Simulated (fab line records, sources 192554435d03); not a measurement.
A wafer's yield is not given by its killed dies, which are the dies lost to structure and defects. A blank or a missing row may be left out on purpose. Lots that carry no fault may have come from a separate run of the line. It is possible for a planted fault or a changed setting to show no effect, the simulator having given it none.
Chamber matching || flow n5Finfet || 4 sister chambers for N5_BEOL_M8_ETCH_61 on rieDiel-04
The step etches SiARC in CF4, target depth 45.5 nm, time 75.8 s. 18 wafers are shown with their chamber, then 9 later ones without.

== WAFERS WITH THEIR CHAMBER ==
{"wafer": "L076.1", "chamber": 1, "showerheadPlenumPTorr (Torr)": 2.17, "throttleValvePct (%)": 15.66, "oesProductAu (a.u.)": 0.71}
{"wafer": "L076.3", "chamber": 2, "showerheadPlenumPTorr (Torr)": 2.11, "throttleValvePct (%)": 15.61, "oesProductAu (a.u.)": 0.58}
{"wafer": "L076.4", "chamber": 3, "showerheadPlenumPTorr (Torr)": 2.20, "throttleValvePct (%)": 15.63, "oesProductAu (a.u.)": 0.61}
{"wafer": "L078.1", "chamber": 3, "showerheadPlenumPTorr (Torr)": 2.20, "throttleValvePct (%)": 15.65, "oesProductAu (a.u.)": 0.60}
{"wafer": "L078.3", "chamber": 1, "showerheadPlenumPTorr (Torr)": 2.17, "throttleValvePct (%)": 15.66, "oesProductAu (a.u.)": 0.71}
{"wafer": "L078.6", "chamber": 1, "showerheadPlenumPTorr (Torr)": 2.17, "throttleValvePct (%)": 15.67, "oesProductAu (a.u.)": 0.72}
{"wafer": "L080.1", "chamber": 0, "showerheadPlenumPTorr (Torr)": 2.12, "throttleValvePct (%)": 15.89, "oesProductAu (a.u.)": 0.62}
{"wafer": "L080.2", "chamber": 3, "showerheadPlenumPTorr (Torr)": 2.19, "throttleValvePct (%)": 15.67, "oesProductAu (a.u.)": 0.60}
{"wafer": "L080.4", "chamber": 3, "showerheadPlenumPTorr (Torr)": 2.19, "throttleValvePct (%)": 15.67, "oesProductAu (a.u.)": 0.60}
{"wafer": "L085.2", "chamber": 3, "showerheadPlenumPTorr (Torr)": 2.19, "throttleValvePct (%)": 15.70, "oesProductAu (a.u.)": 0.59}
{"wafer": "L085.3", "chamber": 0, "showerheadPlenumPTorr (Torr)": 2.12, "throttleValvePct (%)": 15.92, "oesProductAu (a.u.)": 0.61}
{"wafer": "L085.6", "chamber": 1, "showerheadPlenumPTorr (Torr)": 2.16, "throttleValvePct (%)": 15.69, "oesProductAu (a.u.)": 0.69}
{"wafer": "L084.1", "chamber": 3, "showerheadPlenumPTorr (Torr)": 2.19, "throttleValvePct (%)": 15.71, "oesProductAu (a.u.)": 0.60}
{"wafer": "L084.2", "chamber": 1, "showerheadPlenumPTorr (Torr)": 2.16, "throttleValvePct (%)": 15.70, "oesProductAu (a.u.)": 0.69}
{"wafer": "L084.3", "chamber": 2, "showerheadPlenumPTorr (Torr)": 2.10, "throttleValvePct (%)": 15.13, "oesProductAu (a.u.)": 0.79}
{"wafer": "L084.4", "chamber": 0, "showerheadPlenumPTorr (Torr)": 2.12, "throttleValvePct (%)": 15.93, "oesProductAu (a.u.)": 0.62}
{"wafer": "L084.5", "chamber": 0, "showerheadPlenumPTorr (Torr)": 2.12, "throttleValvePct (%)": 15.92, "oesProductAu (a.u.)": 0.62}
{"wafer": "L084.6", "chamber": 1, "showerheadPlenumPTorr (Torr)": 2.16, "throttleValvePct (%)": 15.69, "oesProductAu (a.u.)": 0.69}

SIGNATURES, as means of the wafers listed above
{"reading": "showerheadPlenumPTorr", "chamber 0": 2.1200, "chamber 1": 2.1650, "chamber 2": 2.1050, "chamber 3": 2.1933, "scatter within a chamber": 0.00488}
{"reading": "throttleValvePct", "chamber 0": 15.9150, "chamber 1": 15.6783, "chamber 2": 15.3700, "chamber 3": 15.6717, "scatter within a chamber": 0.0934}
{"reading": "oesProductAu", "chamber 0": 0.6175, "chamber 1": 0.7017, "chamber 2": 0.6850, "chamber 3": 0.6000, "scatter within a chamber": 0.0407}
Rule: distance of a wafer from a chamber = root of the sum over the readings of ((wafer's reading minus chamber's mean) / reading's scatter) squared. If the next closest chamber is less than 2 further off than the closest, the wafer can't be placed; otherwise it belongs to the closest. The scatter: take each reading less its chamber's mean, square it, sum over the shown wafers, divide by the number of wafers less the number of chambers, and take the root.

== WAFERS WHOSE CHAMBER IS MISSING ==
{"wafer": "L090.1", "showerheadPlenumPTorr (Torr)": 2.19, "throttleValvePct (%)": 15.69, "oesProductAu (a.u.)": 0.59}
{"wafer": "L090.3", "showerheadPlenumPTorr (Torr)": 2.10, "throttleValvePct (%)": 15.14, "oesProductAu (a.u.)": 0.78}
{"wafer": "L090.5", "showerheadPlenumPTorr (Torr)": 2.19, "throttleValvePct (%)": 15.71, "oesProductAu (a.u.)": 0.59}
{"wafer": "L093.2", "showerheadPlenumPTorr (Torr)": 2.16, "throttleValvePct (%)": 15.72, "oesProductAu (a.u.)": 0.67}
{"wafer": "L093.4", "showerheadPlenumPTorr (Torr)": 2.11, "throttleValvePct (%)": 15.97, "oesProductAu (a.u.)": 0.60}
{"wafer": "L093.6", "showerheadPlenumPTorr (Torr)": 2.11, "throttleValvePct (%)": 15.95, "oesProductAu (a.u.)": 0.60}
{"wafer": "L095.1", "showerheadPlenumPTorr (Torr)": 2.18, "throttleValvePct (%)": 15.24, "oesProductAu (a.u.)": 0.86}
{"wafer": "L095.3", "showerheadPlenumPTorr (Torr)": 2.11, "throttleValvePct (%)": 15.98, "oesProductAu (a.u.)": 0.60}
{"wafer": "L095.4", "showerheadPlenumPTorr (Torr)": 2.09, "throttleValvePct (%)": 15.18, "oesProductAu (a.u.)": 0.74}

== WHICH CHAMBER EACH WENT THROUGH ==
{"wafer": "L090.1", "from the rows above": 3, "in truth": 3}
{"wafer": "L090.3", "from the rows above": 2, "in truth": 2}
{"wafer": "L090.5", "from the rows above": 3, "in truth": 3}
{"wafer": "L093.2", "from the rows above": 1, "in truth": 1}
{"wafer": "L093.4", "from the rows above": 0, "in truth": 0}
{"wafer": "L093.6", "from the rows above": 0, "in truth": 0}
{"wafer": "L095.1", "from the rows above": "can't be placed: 1 or 3", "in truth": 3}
{"wafer": "L095.3", "from the rows above": 0, "in truth": 0}
{"wafer": "L095.4", "from the rows above": 2, "in truth": 2}
8 of 9 placed correctly. Unplaceable from these rows: 1, with the true chamber sitting among the candidates in 1. Placed wrongly: 0.
